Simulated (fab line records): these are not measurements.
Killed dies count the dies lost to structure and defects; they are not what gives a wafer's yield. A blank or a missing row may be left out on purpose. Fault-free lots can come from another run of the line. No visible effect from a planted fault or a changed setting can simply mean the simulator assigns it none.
8D (eight disciplines) problem report, filled in by code + flow nand harc + the parts of the form that need people (team, actions taken, sign-off) are left out

1. WHAT WENT WRONG
exposure dose mJ cm2 at NHARC_A_SLIT_EXPOSE_06 reads a mean of 59.51 on 6 wafers of 2 lots; wafers without a fault read 60.81 with a standard deviation of 0.061. Relative to the usual mean, that is a shift of -21 standard deviations.
The step: exposes mask SLIT.
Earliest sighting: wafer L795.2 on arfi scanner-02 at day 18 13:19. The record holds 36 wafers of 12 lots with a number at this step. The rule behind "out" and "out of limits": a value lying over 4 standard deviations away from the usual mean. The rest of the wafers with a number are treated as sound.

2. WHAT IT IS; WHAT IT IS NOT
| question                    | is                     | is not                                                     |
|-----------------------------|------------------------|------------------------------------------------------------|
| which readings at this step | exposure dose mJ cm2   | -                                                          |
| which lots                  | L795, L798             | L778, L781, L783, L784, L785, L786, L788, L790, L793, L794 |
| which wafers of those lots  | all that have a number | -                                                          |
| read on which tools         | arfi scanner-02        | arfi scanner-01, arfi scanner-03                           |
| when                        | from day 18 13:19      | up to then (30 sound wafers)                               |

3. THE SUSPECTS, EACH WITH WHAT RULES IT OUT
Counting: any tool at a process step up to the reading is kept as a suspect provided that every lot that is out went through it and no sound lot did after the first of them.
- rie diel-08 at NHARC_A_SGD_CUT_STRIP_28 (strips in O2, time 20 s): kept. It ran every lot that is out, first L795 (day 18 04:50), and no sound lot after that; its last sound lot up to then is L793 (day 18 04:46). Because NHARC_A_SGD_CUT_STRIP_28 lacks a start for some lots, the hours and order of its lots are taken from NHARC_A_SGD_CUT_INSPECT_25.
- arfi scanner-02 at NHARC_A_SLIT_EXPOSE_06 (exposes mask SLIT): kept. It ran every lot that is out, first L795 (day 18 13:19), and no sound lot after that; its last sound lot up to then is L788 (day 16 16:41). Out on those wafers are its own readings of exposure dose mJ cm2.
Left after counting: rie diel-08 at NHARC_A_SGD_CUT_STRIP_28, arfi scanner-02 at NHARC_A_SLIT_EXPOSE_06.

4. THE CAUSE (what the simulator had put in)
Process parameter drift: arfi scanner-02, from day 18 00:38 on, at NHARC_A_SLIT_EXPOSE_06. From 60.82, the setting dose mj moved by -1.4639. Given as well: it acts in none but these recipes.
2 suspects survive the count, and this tool is in that group.

5. THE CHAIN OF EFFECTS, in route order
One row per reading whose mean, taken over the struck wafers that have a number, lies over 3 standard deviations from the usual. Only readings for which the record gives a usual standard deviation are gone through. hours: the time from each lot's start at the first step in this table that gives one to its start at this step, as a median over the lots. sigmas: the change in usual standard deviations.
| hours | step                   | reading              | usual | on struck wafers | change | sigmas |
|-------|------------------------|----------------------|-------|------------------|--------|--------|
| 0     | NHARC_A_SLIT_EXPOSE_06 | exposure dose mJ cm2 | 60.81 | 59.51            | -1.30  | -21    |
Here are the process steps it includes:
- NHARC_A_SLIT_EXPOSE_06: exposes mask SLIT.
At these later measuring or inspecting steps, every struck wafer for which the step has a row has a number for every such reading, and none has moved that far: NHARC_END_SORT_01.

6. HOW IT WOULD HAVE BEEN CAUGHT EARLIER
The fault began at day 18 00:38; the first out-of-limits reading in this record came at day 18 13:19, 13 hours later.
